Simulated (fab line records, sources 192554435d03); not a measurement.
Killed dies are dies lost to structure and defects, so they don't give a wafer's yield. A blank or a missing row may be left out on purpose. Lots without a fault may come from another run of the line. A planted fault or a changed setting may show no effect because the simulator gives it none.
fab line records | flow n5_finfet
record lots=24 wafers=72 last_day=19
route steps=1938 shown HKMG_FIN@400 GATE_CUT@465
lots that met no fault: from a run of the same line without faults
start_h: hours from the record's first day to the start of the lot's first wafer shown | wait_h: hours since the lot's step before | " the same as in the row above | L1.1+2: a row that stands for several wafers | - no value, or no start given | * or withheld: withheld | < > ~ a bound
route shown NAME@n: a module of which the file shows steps, and the number in the route of the first | usual: mean/standard deviation of fault-free wafers | same: alike in all rows | chamber/n: place in a boat | sites: the reading at each site | _std_site: their standard deviation | _edge_site: outer sites' mean less inner sites' | radius_mm: how far each site lies from the wafer's centre | mask NAME#n: copy n | behind: the tool/chamber that last shaped the wafer | hold: why the lot was held/for how many hours/how that ended | device: the transistor (n, p or np) that didn't switch | end of line: the same wafers' tests at the end of the route | a step without rows: its recipe alone | killed: dies lost to structure and defects at the first sort, not the wafer's yield | map: a wafer's dies, x killed, . not, _ none there
set.NAME: the setting as run; set.NAME@STEP: as run at that earlier step | model.NAME: the simulator's own value behind a step, which no gauge read
steps of the route over a sample of lots; a table a step, a row a wafer
services: from which hour (start_h, from the record's first day; less than 0 if before it) a tool's chamber was out of use, for how many hours, and why
## steps
# step N5_HKMG_FIN_INSPECT_61
# recipe mode=adi inspect_instrument=macro
# usual raw_defect_count=2.1/1.3
# columns lot.wafer tool chamber start_h wait_h raw_defect_count
L074.2 defect_inspect-01 - 74.67 0.0 1
L074.4 " - " " 0
L074.5 " - " " 3
L075.1 defect_inspect-01 - 85.02 0.0 4
L075.3 " - " " 4
L075.5 " - " " 3
L076.1 defect_inspect-01 - 91.55 0.0 3
L076.2 " - " " 1
L076.6 " - " " 1
L078.1 defect_inspect-02 - 95.84 0.0 1
L078.2 " - " " 3
L078.6 " - " " 2
L077.2 defect_inspect-02 - 100.98 0.0 4
L077.3 " - " " 3
L077.4 " - " " 2
L079.3 defect_inspect-01 - 104.48 0.0 3
L079.4 " - " " 1
L079.6 " - " " 2
L080.1 defect_inspect-02 - 108.62 0.0 3
L080.2 " - " " 2
L080.6 " - " " 1
L081.2 defect_inspect-02 - 117.41 0.0 2
L081.3 " - " " 6
L081.5 " - " " 1
L082.2 defect_inspect-02 - 126.91 0.0 2
L082.5 " - " " 3
L082.6 " - " " 0
L083.1 defect_inspect-01 - 131.85 0.0 1
L083.2 " - " " 3
L083.3 " - " " 2
L084.1 defect_inspect-02 - 143.91 0.0 2
L084.3 " - " " 1
L084.6 " - " " 5
L085.1 defect_inspect-02 - 149.08 0.0 2
L085.2 " - " " 2
L085.6 " - " " 4
L086.4 defect_inspect-02 - 152.81 0.0 3
L086.5 " - " " 2
L086.6 " - " " 0
L087.1 defect_inspect-02 - 155.88 0.0 1
L087.3 " - " " 2
L087.5 " - " " 1
L088.2 defect_inspect-02 - 162.07 0.0 2
L088.3 " - " " 5
L088.6 " - " " 3
L089.3 defect_inspect-01 - 166.43 0.0 3
L089.4 " - " " 2
L089.6 " - " " 2
L090.1 defect_inspect-01 - 170.21 0.0 2
L090.4 " - " " 3
L090.6 " - " " 2
L092.1 defect_inspect-01 - 177.95 0.0 1
L092.4 " - " " 2
L092.5 " - " " 0
L091.1 defect_inspect-02 - 181.73 0.0 1
L091.3 " - " " 2
L091.4 " - " " 4
L093.1 defect_inspect-02 - 190.26 0.0 1
L093.4 " - " " 3
L093.5 " - " " 2
L094.2 defect_inspect-01 - 197.20 0.0 4
L094.5 " - " " 3
L094.6 " - " " 3
L095.1 defect_inspect-01 - 197.36 0.0 1
L095.3 " - " " 2
L095.4 " - " " 2
L096.4 defect_inspect-02 - 207.58 0.0 4
L096.5 " - " " 0
L096.6 " - " " 5
L097.1 defect_inspect-02 - 212.97 0.0 0
L097.2 " - " " 1
L097.5 " - " " 3
# step N5_HKMG_FIN_INSPECT_14
# recipe mode=adi inspect_instrument=macro
# usual raw_defect_count=2/1.4
# columns lot.wafer tool chamber start_h wait_h raw_defect_count
L074.2 defect_inspect-01 - 78.36 0.0 2
L074.4 " - " " 2
L074.5 " - " " 2
L075.1 defect_inspect-02 - 88.44 0.0 1
L075.3 " - " " 4
L075.5 " - " " 3
L076.1 defect_inspect-02 - 94.79 0.0 4
L076.2 " - " " 2
L076.6 " - " " 1
L078.1 defect_inspect-01 - 99.51 0.0 2
L078.2 " - " " 1
L078.6 " - " " 6
L077.2 defect_inspect-01 - 104.23 0.0 1
L077.3 " - " " 2
L077.4 " - " " 2
L079.3 defect_inspect-01 - 108.20 0.0 3
L079.4 " - " " 0
L079.6 " - " " 2
L080.1 defect_inspect-02 - 112.22 0.0 1
L080.2 " - " " 1
L080.6 " - " " 0
L081.2 defect_inspect-01 - 120.84 0.0 5
L081.3 " - " " 3
L081.5 " - " " 5
L082.2 defect_inspect-01 - 130.17 0.0 1
L082.5 " - " " 2
L082.6 " - " " 0
L083.1 defect_inspect-01 - 135.15 0.0 6
L083.2 " - " " 1
L083.3 " - " " 5
L084.1 defect_inspect-01 - 147.16 0.0 3
L084.3 " - " " 1
L084.6 " - " " 1
L085.1 defect_inspect-02 - 153.22 0.0 0
L085.2 " - " " 2
L085.6 " - " " 1
L086.4 defect_inspect-01 - 156.18 0.0 1
L086.5 " - " " 1
L086.6 " - " " 2
L087.1 defect_inspect-01 - 159.50 0.0 1
L087.3 " - " " 3
L087.5 " - " " 0
L088.2 defect_inspect-02 - 165.49 0.0 2
L088.3 " - " " 3
L088.6 " - " " 0
L089.3 defect_inspect-01 - 169.71 0.0 1
L089.4 " - " " 0
L089.6 " - " " 2
L090.1 defect_inspect-02 - 173.84 0.0 2
L090.4 " - " " 2
L090.6 " - " " 1
L092.1 defect_inspect-02 - 181.31 0.0 4
L092.4 " - " " 2
L092.5 " - " " 1
L091.1 defect_inspect-02 - 185.27 0.0 1
L091.3 " - " " 0
L091.4 " - " " 2
L093.1 defect_inspect-02 - 193.59 0.0 0
L093.4 " - " " 4
L093.5 " - " " 1
L094.2 defect_inspect-02 - 200.66 0.0 2
L094.5 " - " " 6
L094.6 " - " " 4
L095.1 defect_inspect-02 - 201.11 0.0 3
L095.3 " - " " 1
L095.4 " - " " 1
L096.4 defect_inspect-01 - 210.82 0.0 4
L096.5 " - " " 3
L096.6 " - " " 2
L097.1 defect_inspect-02 - 216.31 0.0 3
L097.2 " - " " 0
L097.5 " - " " 1
# step N5_HKMG_FIN_STRIP_34
# recipe chemistry=CF4 resist=SiARC power_w=300 bias_power_w=75 pressure_mtorr=50 cf4_flow_sccm=150 rf_frequency_hz=6e+07
# usual drypump_motor_current_A=5.9/0.42 oes_product_au=0.77/0.067 power_w=299.9/0.85 rf_vpp_V=271.3/1.2 showerhead_plenum_p_Torr=1.80/0.051 throttle_valve_pct=13.62/0.2
# columns lot.wafer tool chamber start_h wait_h drypump_motor_current_A oes_product_au power_w rf_hours_counter_h rf_vpp_V showerhead_plenum_p_Torr throttle_valve_pct
L074.2 rie_diel-03 2 78.67 0.0 5.4 0.74 299.8 139 270.3 1.80 13.36
L074.4 " 1 " " 5.5 0.84 299.1 51 272.7 1.83 13.72
L074.5 " 1 " " 5.5 0.84 299.9 - 271.7 1.83 13.71
L075.1 rie_diel-01 1 88.75 0.0 6.0 0.73 301.2 139 269.0 1.71 13.50
L075.3 " 0 " " 6.5 0.81 298.7 109 272.6 1.89 13.66
L075.5 " 2 " " 6.2 0.98 300.1 - 271.6 1.83 13.47
L076.1 rie_diel-01 2 95.43 0.0 6.2 0.96 298.9 3 271.7 1.83 13.50
L076.2 " 1 " " 5.9 0.74 301.4 141 269.6 1.71 13.50
L076.6 " 0 " " 6.5 0.81 300.0 - 271.8 1.89 13.67
L078.1 rie_diel-06 1 99.83 0.0 6.5 0.72 299.4 211 272.4 1.84 13.81
L078.2 " 2 " " 5.4 0.76 299.6 166 270.5 1.79 13.54
L078.6 " 2 " " 5.4 0.77 298.5 - 271.7 1.79 13.54
L077.2 rie_diel-03 2 104.56 0.0 5.4 0.74 300.8 151 271.1 1.80 13.39
L077.3 " 0 " " 6.1 0.73 300.4 146 271.0 1.79 13.79
L077.4 " 2 " " 5.4 0.74 299.5 - 272.3 1.80 13.40
L079.3 rie_diel-03 2 108.93 0.0 5.4 0.73 299.5 154 271.5 1.79 13.38
L079.4 " 0 " " 6.1 0.73 300.3 - 271.7 1.79 13.80
L079.6 " 2 " " 5.4 0.74 300.5 - 271.3 1.79 13.40
L080.1 rie_diel-03 2 112.76 0.0 5.4 0.74 300.2 156 271.0 1.79 13.40
L080.2 " 0 " " 6.1 0.72 299.7 151 270.1 1.79 13.81
L080.6 " 3 " " 6.3 0.85 299.6 - 270.4 1.76 13.21
L081.2 rie_diel-06 0 121.16 0.0 5.7 0.79 299.4 102 272.8 1.90 13.64
L081.3 " 1 " " 6.5 0.71 299.9 218 271.9 1.83 13.84
L081.5 " 1 " " 6.5 0.71 299.6 - 272.9 1.83 13.84
L082.2 rie_diel-03 1 130.48 0.0 5.5 0.83 299.6 57 271.1 1.83 13.73
L082.5 " 1 " " 5.5 0.83 300.5 - 271.4 1.83 13.72
L082.6 " 2 " " 5.4 0.73 300.7 - 271.3 1.79 13.42
L083.1 rie_diel-06 3 135.46 0.0 5.3 0.87 299.8 22 271.1 1.82 13.42
L083.2 " 1 " " 6.5 0.71 299.5 223 272.7 1.83 13.86
L083.3 " 0 " " 5.7 0.78 299.5 106 272.9 1.90 13.64
L084.1 rie_diel-03 1 147.73 0.0 5.5 0.82 298.4 62 271.6 1.83 13.74
L084.3 " 2 " " 5.4 0.72 301.1 169 270.5 1.79 13.44
L084.6 " 2 " " 5.3 0.73 301.5 - 271.5 1.79 13.44
L085.1 rie_diel-03 1 153.54 0.0 5.5 0.83 300.4 65 271.7 1.83 13.74
L085.2 " 2 " " 5.3 0.72 299.7 172 271.3 1.79 13.45
L085.6 " 2 " " 5.4 0.72 299.9 - 269.8 1.79 13.44
L086.4 rie_diel-01 1 156.70 0.0 5.9 0.72 299.9 163 269.2 1.70 13.56
L086.5 " 3 " " 6.1 0.71 300.7 - 270.1 1.77 13.93
L086.6 " 0 " " 6.5 0.79 301.0 - 272.7 1.88 13.71
L087.1 rie_diel-03 3 159.81 0.0 6.3 0.84 299.9 71 268.6 1.76 13.24
L087.3 " 2 " " 5.4 0.72 301.7 174 270.2 1.79 13.45
L087.5 " 1 " " 5.5 0.82 299.9 - 272.1 1.83 13.73
L088.2 rie_diel-06 1 165.99 0.0 6.5 0.70 299.4 233 270.2 1.83 13.88
L088.3 " 3 " " 5.2 0.85 299.5 31 271.8 1.82 13.44
L088.6 " 1 " " 6.5 0.70 300.5 - 272.4 1.83 13.86
L089.3 rie_diel-01 2 170.13 0.0 6.2 0.90 300.9 27 271.4 1.83 13.53
L089.4 " 1 " " 5.9 0.71 301.1 167 269.7 1.70 13.56
L089.6 " 0 " " 6.4 0.78 299.9 - 272.5 1.88 13.72
L090.1 rie_diel-06 0 174.15 0.0 5.7 0.77 298.9 119 272.3 1.89 13.68
L090.4 " 1 " " 6.5 0.70 300.4 236 272.8 1.83 13.88
L090.6 " 1 " " 6.5 0.70 299.8 - 272.0 1.83 13.89
L092.1 rie_diel-01 1 181.63 0.0 6.0 0.71 300.1 171 269.6 1.70 13.56
L092.4 " 0 " " 6.4 0.79 301.2 143 272.6 1.88 13.75
L092.5 " 1 " " 5.9 0.72 300.2 - 269.6 1.70 13.57
L091.1 rie_diel-06 3 185.58 0.0 5.2 0.84 299.5 38 270.9 1.82 13.43
L091.3 " 2 " " 5.4 0.75 299.3 195 271.9 1.78 13.61
L091.4 " 0 " " 5.7 0.77 300.6 123 272.3 1.89 13.69
L093.1 rie_diel-01 3 193.90 0.0 6.1 0.70 298.6 230 272.3 1.77 13.93
L093.4 " 1 " " 5.9 0.71 298.9 175 269.4 1.70 13.58
L093.5 " 1 " " 5.9 0.71 298.5 - 269.3 1.70 13.59
L094.2 rie_diel-03 2 200.97 0.0 5.4 0.71 299.7 188 271.4 1.78 13.47
L094.5 " 2 " " 5.4 0.72 299.5 - 269.9 1.78 13.48
L094.6 " 1 " " 5.4 0.80 299.7 - 271.3 1.83 13.78
L095.1 rie_diel-01 0 201.42 0.0 6.4 0.77 300.1 150 273.1 1.88 13.75
L095.3 " 1 " " 6.0 0.70 301.7 179 268.6 1.70 13.60
L095.4 " 2 " " 6.2 0.87 299.9 38 272.2 1.82 13.56
L096.4 rie_diel-01 0 211.21 0.0 6.5 0.77 301.0 153 274.1 1.88 13.77
L096.5 " 2 " " 6.2 0.87 300.3 - 271.9 1.82 13.56
L096.6 " 3 " " 6.1 0.70 300.2 - 270.9 1.77 13.96
L097.1 rie_diel-01 1 216.63 0.0 6.0 0.71 300.9 183 269.0 1.70 13.59
L097.2 " 3 " " 6.1 0.69 300.4 238 271.4 1.76 13.96
L097.5 " 3 " " 6.1 0.70 299.7 - 270.2 1.76 13.94
# step N5_HKMG_FIN_ETCHBACK_68
# recipe chemistry=Cl2/Ar stop_on=HfO2 target_depth_a=5 pressure_mtorr=10 icp_w=600 bias_w=60 Cl2_flow_sccm=40 Ar_flow_sccm=60
# usual drypump_motor_current_A=5.6/0.33 oes_product_au=0.81/0.13 throttle_valve_pct=20.68/0.18
# columns lot.wafer tool chamber start_h wait_h drypump_motor_current_A oes_product_au rf_hours_counter_h throttle_valve_pct
L074.2 rie_metal-03 0 81.18 0.1 5.6 0.98 - 20.54
L074.4 " 0 " " 5.6 0.97 - 20.53
L074.5 " 0 " " 5.7 0.97 - 20.54
L075.1 rie_metal-03 0 91.08 0.0 5.6 0.96 3 20.55
L075.3 " 0 " " 5.6 0.96 - 20.54
L075.5 " 0 " " 5.6 0.96 - 20.54
L076.1 rie_metal-02 1 97.80 0.0 5.5 0.86 17 20.53
L076.2 " 0 " " 6.1 0.93 5 20.72
L076.6 " 0 " " 6.1 0.92 - 20.74
L078.1 rie_metal-03 0 102.15 0.0 5.7 0.94 4 20.54
L078.2 " 1 " " 5.7 0.77 34 20.63
L078.6 " 0 " " 5.6 0.95 - 20.54
L077.2 rie_metal-03 0 106.97 0.0 5.7 0.94 5 20.54
L077.3 " 0 " " 5.7 0.94 - 20.55
L077.4 " 1 " " 5.7 0.77 - 20.61
L079.3 rie_metal-01 0 111.38 0.1 5.1 0.59 - 20.99
L079.4 " 1 " " 5.5 0.86 - 20.56
L079.6 " 0 " " 5.0 0.59 - 20.99
L080.1 rie_metal-03 1 115.10 0.0 5.7 0.77 35 20.62
L080.2 " 0 " " 5.7 0.94 5 20.53
L080.6 " 1 " " 5.7 0.76 - 20.62
L081.2 rie_metal-03 0 123.50 0.0 5.7 0.94 6 20.54
L081.3 " 1 " " 5.7 0.76 - 20.64
L081.5 " 0 " " 5.7 0.94 - 20.55
L082.2 rie_metal-02 0 132.89 0.0 6.1 0.90 9 20.74
L082.5 " 1 " " 5.5 0.85 - 20.54
L082.6 " 0 " " 6.1 0.90 - 20.74
L083.1 rie_metal-03 1 137.83 0.0 5.7 0.76 36 20.65
L083.2 " 0 " " 5.7 0.93 6 20.54
L083.3 " 1 " " 5.7 0.77 - 20.61
L084.1 rie_metal-02 0 150.14 0.0 6.1 0.88 11 20.75
L084.3 " 1 " " 5.5 0.84 - 20.55
L084.6 " 0 " " 6.1 0.88 - 20.75
L085.1 rie_metal-01 0 155.87 0.0 5.0 0.58 145 21.00
L085.2 " 0 " " 5.0 0.59 - 21.01
L085.6 " 0 " " 5.0 0.59 - 21.01
L086.4 rie_metal-03 1 159.07 0.1 5.6 0.76 - 20.63
L086.5 " 1 " " 5.7 0.76 - 20.64
L086.6 " 0 " " 5.6 0.93 - 20.55
L087.1 rie_metal-02 0 162.14 0.0 6.1 0.87 12 20.74
L087.3 " 1 " " 5.5 0.84 - 20.55
L087.5 " 1 " " 5.5 0.83 - 20.54
L088.2 rie_metal-02 1 168.76 0.0 5.5 0.84 25 20.54
L088.3 " 0 " " 6.1 0.87 - 20.73
L088.6 " 0 " " 6.1 0.88 - 20.74
L089.3 rie_metal-01 0 172.75 0.1 5.0 0.58 - 21.00
L089.4 " 0 " " 5.0 0.57 - 21.03
L089.6 " 0 " " 5.1 0.58 - 21.04
L090.1 rie_metal-01 0 176.62 0.0 5.0 0.58 149 21.03
L090.4 " 0 " " 5.1 0.58 - 21.01
L090.6 " 0 " " 5.1 0.58 - 21.01
L092.1 rie_metal-02 1 184.11 0.0 5.5 0.83 26 20.53
L092.4 " 1 " " 5.5 0.83 - 20.55
L092.5 " 0 " " 6.1 0.87 - 20.74
L091.1 rie_metal-03 0 187.91 0.0 5.7 0.90 11 20.56
L091.3 " 1 " " 5.7 0.75 - 20.65
L091.4 " 0 " " 5.7 0.90 - 20.57
L093.1 rie_metal-02 0 196.25 0.0 6.1 0.86 16 20.75
L093.4 " 1 " " 5.5 0.82 - 20.55
L093.5 " 1 " " 5.5 0.83 - 20.52
L094.2 rie_metal-03 0 203.37 0.0 5.7 0.89 12 20.55
L094.5 " 0 " " 5.7 0.89 - 20.56
L094.6 " 1 " " 5.7 0.74 - 20.65
L095.1 rie_metal-02 0 203.75 0.0 6.1 0.86 17 20.76
L095.3 " 1 " " 5.5 0.83 - 20.55
L095.4 " 0 " " 6.1 0.86 - 20.75
L096.4 rie_metal-03 1 213.65 0.1 5.7 0.73 - 20.66
L096.5 " 0 " " 5.7 0.89 - 20.58
L096.6 " 1 " " 5.7 0.74 - 20.64
L097.1 rie_metal-01 0 219.04 0.0 5.0 0.57 156 21.03
L097.2 " 0 " " 5.0 0.57 - 21.04
L097.5 " 0 " " 5.0 0.47 - 21.20
# step N5_GATE_CUT_ETCHBACK_00
# recipe chemistry=SF6/Cl2 target=W pressure_mtorr=8 icp_w=900 bias_w=80 SF6_flow_sccm=40 Cl2_flow_sccm=60
# usual drypump_motor_current_A=5.5/0.33 oes_product_au=0.79/0.13 throttle_valve_pct=27.44/0.29
# columns lot.wafer tool chamber start_h wait_h drypump_motor_current_A oes_product_au rf_hours_counter_h throttle_valve_pct
L074.2 rie_metal-03 0 83.10 0.1 5.6 0.98 - 27.32
L074.4 " 0 " " 5.6 0.99 - 27.31
L074.5 " 0 " " 5.6 0.99 - 27.32
L075.1 rie_metal-01 1 93.11 0.0 5.4 0.86 13 27.18
L075.3 " 0 " " 5.0 0.60 - 27.90
L075.5 " 0 " " 5.0 0.59 - 27.89
L076.1 rie_metal-03 0 99.60 0.0 5.6 0.97 4 27.32
L076.2 " 1 " " 5.7 0.78 34 27.45
L076.6 " 1 " " 5.7 0.78 - 27.46
L078.1 rie_metal-01 1 104.00 0.0 5.4 0.85 14 27.18
L078.2 " 0 " " 5.1 0.59 141 27.89
L078.6 " 1 " " 5.5 0.85 - 27.19
L077.2 rie_metal-03 0 108.81 0.0 5.7 0.96 5 27.33
L077.3 " 1 " " 5.7 0.79 - 27.45
L077.4 " 0 " " 5.7 0.95 - 27.31
L079.3 rie_metal-02 1 113.18 0.1 5.5 0.86 - 27.10
L079.4 " 0 " " 6.1 0.91 - 27.16
L079.6 " 1 " " 5.5 0.86 - 27.11
L080.1 rie_metal-01 0 116.90 0.0 5.0 0.58 142 27.90
L080.2 " 1 " " 5.5 0.84 15 27.19
L080.6 " 0 " " 5.1 0.58 - 27.91
L081.2 rie_metal-01 0 125.30 0.0 5.0 0.59 142 27.90
L081.3 " 1 " " 5.4 0.84 - 27.20
L081.5 " 0 " " 5.0 0.60 - 27.92
L082.2 rie_metal-03 0 134.70 0.0 5.6 0.95 6 27.34
L082.5 " 1 " " 5.6 0.78 - 27.47
L082.6 " 0 " " 5.6 0.96 - 27.32
L083.1 rie_metal-03 0 139.64 0.0 5.6 0.94 7 27.33
L083.2 " 1 " " 5.6 0.77 37 27.46
L083.3 " 1 " " 5.6 0.79 - 27.47
L084.1 rie_metal-03 1 151.95 0.0 5.7 0.77 38 27.46
L084.3 " 1 " " 5.6 0.77 - 27.45
L084.6 " 1 " " 5.7 0.77 - 27.47
L085.1 rie_metal-01 0 157.80 0.0 5.0 0.58 145 27.90
L085.2 " 0 " " 5.0 0.58 - 27.90
L085.6 " 0 " " 5.0 0.58 - 27.91
L086.4 rie_metal-01 0 160.96 0.2 5.0 0.59 - 27.91
L086.5 " 0 " " 5.0 0.58 - 27.91
L086.6 " 0 " " 5.0 0.58 - 27.90
L087.1 rie_metal-02 1 163.94 0.0 5.5 0.84 24 27.11
L087.3 " 0 " " 6.1 0.88 - 27.17
L087.5 " 1 " " 5.5 0.84 - 27.10
L088.2 rie_metal-03 1 170.69 0.0 5.7 0.77 39 27.46
L088.3 " 1 " " 5.7 0.77 - 27.47
L088.6 " 1 " " 5.6 0.76 - 27.47
L089.3 rie_metal-01 0 174.78 0.1 5.0 0.58 - 27.92
L089.4 " 0 " " 5.1 0.58 - 27.90
L089.6 " 0 " " 5.1 0.57 - 27.91
L090.1 rie_metal-01 0 178.54 0.0 5.0 0.58 149 27.91
L090.4 " 0 " " 5.0 0.58 - 27.91
L090.6 " 0 " " 5.0 0.58 - 27.92
L092.1 rie_metal-02 0 185.92 0.0 6.1 0.88 15 27.17
L092.4 " 0 " " 6.1 0.88 - 27.16
L092.5 " 0 " " 6.1 0.88 - 27.16
L091.1 rie_metal-03 1 189.71 0.0 5.7 0.76 41 27.47
L091.3 " 0 " " 5.7 0.92 - 27.34
L091.4 " 1 " " 5.7 0.77 - 27.46
L093.1 rie_metal-02 0 198.05 0.0 6.1 0.88 16 27.16
L093.4 " 0 " " 6.1 0.87 - 27.17
L093.5 " 0 " " 6.1 0.87 - 27.16
L094.2 rie_metal-03 0 205.17 0.0 5.7 0.92 12 27.34
L094.5 " 1 " " 5.6 0.77 - 27.47
L094.6 " 0 " " 5.7 0.91 - 27.33
L095.1 rie_metal-02 0 205.55 0.0 6.1 0.87 17 27.17
L095.3 " 1 " " 5.5 0.83 - 27.12
L095.4 " 0 " " 6.1 0.86 - 27.16
L096.4 rie_metal-03 0 215.46 0.1 5.7 0.90 - 27.35
L096.5 " 1 " " 5.6 0.77 - 27.47
L096.6 " 0 " " 5.7 0.91 - 27.35
L097.1 rie_metal-02 0 220.96 0.0 6.1 0.87 18 27.16
L097.2 " 1 " " 5.5 0.82 30 27.11
L097.5 " 1 " " 5.5 0.82 - 27.13
# step N5_GATE_CUT_ETCH_28
# recipe chemistry=N2/H2 target=underlayer target_depth_a=130 mask_material=CAR-EUV time_s=10.4 ion_energy_ev=200 pressure_mtorr=30 source_w=840 bias_w=150 n2_flow_sccm=200 h2_flow_sccm=200 ends=cleared
# usual drypump_motor_current_A=5.6/0.47 etch_rf_on_time_s=10.49/0.3 oes_product_au=0.66/0.089 rf_vpp_V=524.1/2.4 showerhead_plenum_p_Torr=2.55/0.083 throttle_valve_pct=17.9/0.34
# columns lot.wafer tool chamber start_h wait_h drypump_motor_current_A etch_rf_on_time_s oes_product_au rf_hours_counter_h rf_vpp_V showerhead_plenum_p_Torr throttle_valve_pct
L074.2 rie_diel-02 2 87.24 0.0 5.7 10.16 0.61 217 524.1 2.51 18.2
L074.4 " 3 " " 5.4 10.59 0.83 5 529.3 2.73 17.7
L074.5 " 3 " " 5.4 10.64 0.81 - 529.7 2.73 17.7
L075.1 rie_diel-05 0 97.33 0.0 6.5 10.44 0.63 168 526.4 2.63 18.1
L075.3 " 2 " " 5.8 10.44 0.59 246 522.1 2.51 17.9
L075.5 " 0 " " 6.5 10.39 0.63 - 526.6 2.63 18.1
L076.1 rie_diel-04 3 104.14 0.0 5.0 10.34 0.81 5 525.8 2.60 17.3
L076.2 " 1 " " 6.2 10.10 0.60 209 520.5 2.42 18.1
L076.6 " 2 " " 4.9 10.13 0.72 - 524.3 2.59 17.7
L078.1 rie_diel-04 1 107.82 0.0 6.2 10.11 0.60 210 520.7 2.42 18.1
L078.2 " 3 " " 5.0 10.59 0.81 6 525.2 2.60 17.3
L078.6 " 2 " " 4.9 10.34 0.71 - 524.0 2.59 17.7
L077.2 rie_diel-04 2 112.61 0.0 4.9 10.25 0.72 65 524.4 2.59 17.7
L077.3 " 1 " " 6.2 10.17 0.60 211 520.9 2.42 18.1
L077.4 " 0 " " 5.3 10.29 0.58 247 518.6 2.37 17.4
L079.3 rie_diel-02 2 116.97 0.0 5.7 10.12 0.61 226 522.4 2.51 18.2
L079.4 " 3 " " 5.4 10.55 0.78 13 529.1 2.73 17.7
L079.6 " 2 " " 5.6 10.17 0.61 - 523.5 2.51 18.2
L080.1 rie_diel-04 2 121.02 0.0 4.9 10.14 0.72 67 525.6 2.58 17.7
L080.2 " 3 " " 5.0 10.50 0.80 9 525.9 2.60 17.4
L080.6 " 2 " " 4.9 10.10 0.72 - 524.0 2.58 17.7
L081.2 rie_diel-02 1 129.01 0.0 5.9 10.73 0.62 165 527.9 2.66 18.2
L081.3 " 3 " " 5.4 10.48 0.78 16 527.9 2.73 17.7
L081.5 " 3 " " 5.4 10.49 0.78 - 528.7 2.73 17.8
L082.2 rie_diel-04 1 138.75 0.0 6.2 10.04 0.60 220 520.6 2.41 18.1
L082.5 " 2 " " 4.9 10.27 0.70 - 525.0 2.58 17.7
L082.6 " 3 " " 5.0 10.52 0.79 - 526.2 2.60 17.4
L083.1 rie_diel-05 3 144.25 0.0 5.3 10.19 0.59 227 523.1 2.53 18.4
L083.2 " 2 " " 5.8 10.31 0.82 7 524.3 2.50 17.5
L083.3 " 1 " " 5.6 10.91 0.59 202 524.8 2.54 18.1
L084.1 rie_diel-05 3 155.65 0.0 5.3 10.29 0.60 231 522.5 2.53 18.4
L084.3 " 2 " " 5.7 10.36 0.81 10 522.8 2.50 17.5
L084.6 " 1 " " 5.5 11.03 0.59 - 523.2 2.54 18.1
L085.1 rie_diel-04 0 162.15 0.0 5.2 10.42 0.83 7 528.2 2.68 17.2
L085.2 " 3 " " 5.0 10.72 0.76 25 524.8 2.59 17.4
L085.6 " 2 " " 4.9 10.34 0.69 - 525.6 2.58 17.7
L086.4 rie_diel-05 2 164.92 0.0 5.8 10.50 0.80 - 523.0 2.50 17.5
L086.5 " 3 " " 5.3 10.40 0.58 - 522.5 2.53 18.4
L086.6 " 0 " " 6.4 10.61 0.61 - 528.6 2.62 18.1
L087.1 rie_diel-05 0 167.77 0.0 6.4 10.50 0.61 188 527.3 2.62 18.1
L087.3 " 2 " " 5.8 10.29 0.81 14 521.9 2.50 17.5
L087.5 " 2 " " 5.8 10.30 0.81 - 523.7 2.50 17.5
L088.2 rie_diel-05 1 174.44 0.0 5.5 11.21 0.57 209 524.3 2.54 18.0
L088.3 " 0 " " 6.5 10.64 0.61 190 526.7 2.62 18.1
L088.6 " 2 " " 5.8 10.39 0.80 - 524.3 2.50 17.5
L089.3 rie_diel-05 0 179.45 0.0 6.5 10.57 0.61 192 525.6 2.62 18.2
L089.4 " 3 " " 5.3 10.39 0.58 239 523.5 2.53 18.4
L089.6 " 1 " " 5.5 10.96 0.58 - 524.0 2.54 18.1
L090.1 rie_diel-05 2 182.89 0.0 5.8 10.38 0.79 19 523.3 2.50 17.5
L090.4 " 1 " " 5.5 11.11 0.58 211 525.3 2.54 18.1
L090.6 " 3 " " 5.3 10.38 0.58 - 522.9 2.52 18.4
L092.1 rie_diel-02 3 189.79 0.0 5.4 10.50 0.76 34 527.7 2.72 17.8
L092.4 " 2 " " 5.7 10.18 0.60 245 523.1 2.50 18.3
L092.5 " 0 " " 6.0 11.09 0.61 - 525.3 2.52 18.0
L091.1 rie_diel-04 2 193.52 0.0 4.9 10.26 0.69 90 525.1 2.57 17.7
L091.3 " 1 " " 6.2 10.22 0.58 236 519.2 2.41 18.2
L091.4 " 3 " " 5.0 10.62 0.75 31 525.7 2.59 17.4
L093.1 rie_diel-05 1 201.75 0.0 5.5 11.08 0.58 216 522.4 2.54 18.1
L093.4 " 3 " " 5.3 10.29 0.58 244 523.6 2.52 18.4
L093.5 " 1 " " 5.5 11.06 0.58 - 525.0 2.54 18.1
L094.2 rie_diel-05 3 209.45 0.0 5.3 10.24 0.58 246 522.3 2.52 18.4
L094.5 " 1 " " 5.5 11.04 0.58 - 523.7 2.54 18.1
L094.6 " 0 " " 6.5 10.53 0.61 - 525.2 2.61 18.1
L095.1 rie_diel-02 1 209.73 0.0 5.9 10.74 0.60 187 526.6 2.65 18.3
L095.3 " 0 " " 6.0 10.95 0.61 195 521.8 2.52 18.1
L095.4 " 3 " " 5.4 10.49 0.74 - 525.6 2.72 17.8
L096.4 rie_diel-05 2 219.13 0.0 5.8 10.38 0.77 29 523.5 2.49 17.5
L096.5 " 0 " " 6.5 10.53 0.61 - 525.6 2.61 18.2
L096.6 " 1 " " 5.5 11.05 0.57 - 523.1 2.53 18.1
L097.1 rie_diel-05 1 225.72 0.0 5.5 11.08 0.57 223 523.4 2.53 18.1
L097.2 " 2 " " 5.8 10.35 0.77 31 520.0 2.49 17.5
L097.5 " 0 " " 6.5 10.54 0.61 - 526.5 2.61 18.2
## services
# columns tool chamber start_h hours kind
rie_diel-04 0 61.47 8.6 repair
rie_diel-05 1 68.25 16.4 repair
rie_diel-05 - 69.73 15.6 pm
rie_metal-03 1 79.41 17.3 repair
rie_diel-04 2 79.75 5.4 repair
rie_metal-03 0 85.81 3.8 repair
rie_diel-03 1 92.41 36.0 repair
rie_diel-05 2 111.34 - clean
rie_diel-05 2 111.34 - consumable_replace:focus_ring
rie_diel-05 2 111.34 15.7 scheduled_down
rie_diel-05 2 111.34 15.7 vent_cycle
rie_diel-02 0 137.14 1.7 repair
rie_diel-05 0 139.20 12.1 repair
rie_metal-01 1 144.96 112.8 repair
rie_metal-03 1 165.66 1.4 repair
rie_diel-02 2 167.26 2.7 repair
rie_diel-04 3 171.42 1.6 repair
rie_metal-01 - 188.23 0.6 repair
rie_diel-04 1 190.80 1.3 repair
rie_diel-03 - 222.26 2.8 pm
rie_diel-05 3 222.62 - clean
rie_diel-05 3 222.62 - consumable_replace:focus_ring
rie_diel-05 3 222.62 24.3 scheduled_down
rie_diel-05 3 222.62 24.3 vent_cycle
## key
fault none
